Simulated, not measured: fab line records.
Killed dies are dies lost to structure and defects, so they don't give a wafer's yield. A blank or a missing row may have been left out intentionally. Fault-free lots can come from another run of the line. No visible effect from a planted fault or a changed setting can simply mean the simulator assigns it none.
Chamber matching + flow nand harc + cmp-03 running NHARC_A_BLC_CMP_25: 4 sister chambers
The step polishes, t overpolish 30 s, target thk 150 nm. 4 wafers are shown with their chamber, then 10 later ones without.

## WAFERS PAIRED WITH THEIR CHAMBERS
| wafer  | chamber | motor current A (A) |
|--------|---------|---------------------|
| L079.1 | 0       | 13.4                |
| L081.3 | 2       | 12.1                |
| L084.1 | 3       | 14.6                |
| L084.4 | 1       | 13.8                |

## WAFERS MISSING THEIR CHAMBER
| wafer  | motor current A (A) |
|--------|---------------------|
| L084.5 | 12.8                |
| L088.4 | 14.4                |
| L088.5 | 12.8                |
| L088.6 | 14.3                |
| L085.4 | 13.6                |
| L085.5 | 14.8                |
| L085.6 | 11.9                |
| L089.1 | 12.7                |
| L089.3 | 12.8                |
| L089.6 | 13.1                |

## WHICH CHAMBER EACH WENT THROUGH
| wafer  | from the rows above          | in truth |
|--------|------------------------------|----------|
| L084.5 | can't be placed: 0 or 2 or 1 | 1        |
| L088.4 | can't be placed: 3 or 1 or 0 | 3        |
| L088.5 | can't be placed: 0 or 2 or 1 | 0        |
| L088.6 | can't be placed: 3 or 1 or 0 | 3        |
| L085.4 | can't be placed: 0 or 1 or 3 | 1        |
| L085.5 | can't be placed: 3 or 1      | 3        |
| L085.6 | 2                            | 2        |
| L089.1 | can't be placed: 2 or 0 or 1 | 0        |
| L089.3 | can't be placed: 0 or 2 or 1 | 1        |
| L089.6 | can't be placed: 0 or 1 or 2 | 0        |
Correctly placed: 1 of 10. These rows do not allow placing 9 (true chamber among the candidates in 9). Wrongly placed: 0.
How it was worked out, from the rows above alone: a wafer's distance from a chamber is the root of the sum, over the readings, of the square of ((its reading less the chamber's mean) divided by the reading's scatter). If the next closest chamber is less than 2 further off than the closest, the wafer can't be placed; otherwise it belongs to the closest. For every chamber, the mean is computed from those of its wafers that are shown. The scatter: root of mean squared gap, hidden wafer to nearest shown wafer, with one shown wafer a chamber.
